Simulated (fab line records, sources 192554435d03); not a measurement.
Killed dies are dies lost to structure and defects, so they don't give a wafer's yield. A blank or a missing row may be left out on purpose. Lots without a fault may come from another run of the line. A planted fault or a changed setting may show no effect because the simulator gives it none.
Chamber matching | flow n5_finfet | N5_BEOL_M13_ILD_DEP_00 on pecvd-03: 3 sister chambers
The step deposits SiOC from DEMS/O2, target thk 837.92 nm, time 166.4 s. 6 wafers are shown with their chamber, then 12 later ones without.

WAFERS WITH THEIR CHAMBER
wafer  | chamber | throttle_valve_pct (%) | showerhead_plenum_p_Torr (Torr)
L086.1 | 2       | 11.1                   | 5.681
L086.5 | 2       | 11.2                   | 5.696
L085.4 | 0       | 12.6                   | 5.717
L088.2 | 1       | 12.8                   | 5.721
L088.3 | 0       | 12.6                   | 5.718
L088.5 | 1       | 12.8                   | 5.713

WAFERS WITHOUT THEIR CHAMBER
wafer  | throttle_valve_pct (%) | showerhead_plenum_p_Torr (Torr)
L090.1 | 12.6                   | 5.725
L090.5 | 12.6                   | 5.719
L090.6 | 11.4                   | 5.691
L089.1 | 11.2                   | 5.691
L089.2 | 12.4                   | 5.714
L089.3 | 12.6                   | 5.720
L093.3 | 12.8                   | 5.725
L093.5 | 12.6                   | 5.712
L093.6 | 12.7                   | 5.715
L095.1 | 12.6                   | 5.721
L095.2 | 12.7                   | 5.733
L095.4 | 12.7                   | 5.727

WHICH CHAMBER EACH WENT THROUGH
wafer  | from the rows above     | in truth
L090.1 | 0                       | 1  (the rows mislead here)
L090.5 | 0                       | 0
L090.6 | 2                       | 2
L089.1 | 2                       | 2
L089.2 | 0                       | 0
L089.3 | 0                       | 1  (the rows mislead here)
L093.3 | 1                       | 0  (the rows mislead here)
L093.5 | 0                       | 0
L093.6 | can't be placed: 1 or 0 | 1
L095.1 | 0                       | 0
L095.2 | can't be placed: 0 or 1 | 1
L095.4 | can't be placed: 0 or 1 | 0
Placed correctly: 6 of 12. Can't be placed from these rows: 3 (the true chamber is among the candidates in 3). Placed wrongly: 3.
How it was worked out, from the rows above alone: a wafer's distance from a chamber is the root of the sum, over the readings, of the square of ((its reading less the chamber's mean) divided by the reading's scatter). The wafer belongs to the nearest chamber; if the next one is less than 2 further off, it can't be placed. A chamber's mean is the mean of its shown wafers. The scatter: the root of (the sum of the squares of (reading less its chamber's mean) over the shown wafers, divided by (wafers less chambers)).
